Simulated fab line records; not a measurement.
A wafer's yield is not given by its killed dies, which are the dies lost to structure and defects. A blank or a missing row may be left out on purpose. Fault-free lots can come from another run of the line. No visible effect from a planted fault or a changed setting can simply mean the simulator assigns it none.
Split-lot experiment + flow n5 finfet + 21 wafers read across 7 lots, on a route 1938 steps long

## ABOUT THE SPLIT
At N5_PASSIVATION_ETCH_54 (etches SiO2 in CHF3/O2, target depth 880 nm, time 440 s), the setting time s was moved away from the recipe's 440 s on 5 of the 21 wafers read, by -17.9% to +21.2%. For the rest of the wafers, this setting stayed at what the recipe calls for.

Reading taken at the split's own step.

## THE READING
etch.depth nm (the simulator's own value, which no gauge read), in nm, at N5_PASSIVATION_ETCH_54 (etches SiO2 in CHF3/O2, target depth 880 nm, time 440 s). The file does not state a usual value for it. Average 880.4 nm, standard deviation 12 nm, over the 16 wafers here run with the recipe.

| wafer  | tool, chamber at the split | time s as run, s | against the recipe | etch.depth nm, nm | against lot-mates on the recipe |
|--------|----------------------------|------------------|--------------------|-------------------|---------------------------------|
| L081.3 | rie diel-04, 1             | 470.8            | +7.0%              | 929               | +64.3                           |
| L081.4 | rie diel-04, 0             | 470.8            | +7.0%              | 961.5             | +96.8                           |
| L081.6 | rie diel-04, 1             | 440              | recipe             | 864.7             | -                               |
| L083.2 | rie diel-04, 1             | 440              | recipe             | 868.6             | -                               |
| L083.4 | rie diel-04, 2             | 440              | recipe             | 888.4             | -                               |
| L083.6 | rie diel-04, 2             | 440              | recipe             | 881.9             | -                               |
| L087.2 | rie diel-02, 1             | 533.5            | +21.2%             | 1070              | +190.2                          |
| L087.5 | rie diel-02, 1             | 440              | recipe             | 879.8             | -                               |
| L087.6 | rie diel-02, 0             | 533.5            | +21.2%             | 1082              | +202.2                          |
| L088.1 | rie diel-04, 1             | 440              | recipe             | 871.2             | -                               |
| L088.3 | rie diel-04, 0             | 440              | recipe             | 891.1             | -                               |
| L088.5 | rie diel-04, 2             | 440              | recipe             | 888.3             | -                               |
| L095.2 | rie diel-04, 1             | 440              | recipe             | 870               | -                               |
| L095.3 | rie diel-04, 3             | 440              | recipe             | 892.9             | -                               |
| L095.4 | rie diel-04, 0             | 440              | recipe             | 890.9             | -                               |
| L097.3 | rie diel-04, 2             | 440              | recipe             | 895.9             | -                               |
| L097.5 | rie diel-04, 3             | 440              | recipe             | 888.7             | -                               |
| L097.6 | rie diel-04, 2             | 440              | recipe             | 888.7             | -                               |
| L089.1 | rie diel-04, 3             | 361.1            | -17.9%             | 730.9             | -131.6                          |
| L089.2 | rie diel-04, 1             | 440              | recipe             | 859.8             | -                               |
| L089.5 | rie diel-04, 1             | 440              | recipe             | 865.3             | -                               |

THE FIT
A straight line over all 21 wafers: etch.depth nm changes by +8.96 nm for each +1% of time s; r = +0.99; the points scatter about the line by 12 nm.
The same after taking each lot's own level away (the mean of its wafers on the recipe; 21 wafers): +8.83 nm for each +1%; r = +0.99; scatter 12 nm.
The reading moves by 1.9e+02 nm for the largest change in time s, on that fit.
The span of the lots' own levels, 862.55 to 891.10 nm, comes to 2.5 times the standard deviation stated above.
The two slopes agree, so the slope changes little with the lot-to-lot level.
Check: +192 nm against its lot-mates is what the line predicts for one of the wafers moved furthest among these (+21.2%) when that wafer is left out of the fit. It came out at +190 nm against them.

## THE WHOLE CHAIN: every reading that the file lists as answering this split, in the file's order
| step                   | what it does                                            | reading                                                                       | change (the file's fit)              | r (the file's) |
|------------------------|---------------------------------------------------------|-------------------------------------------------------------------------------|--------------------------------------|----------------|
| N5_PASSIVATION_ETCH_54 | etches SiO2 in CHF3/O2, target depth 880 nm, time 440 s | PASSIVATION.feature depth nm (the simulator's own value, which no gauge read) | +8.63 nm for each +1% of the setting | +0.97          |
| N5_PASSIVATION_ETCH_54 | etches SiO2 in CHF3/O2, target depth 880 nm, time 440 s | etch.depth nm (the simulator's own value, which no gauge read)                | +8.63 nm for each +1% of the setting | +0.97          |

## FILE'S OWN FIT
etch.depth nm changes by +8.63 nm for each +1% of time s, r = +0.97.
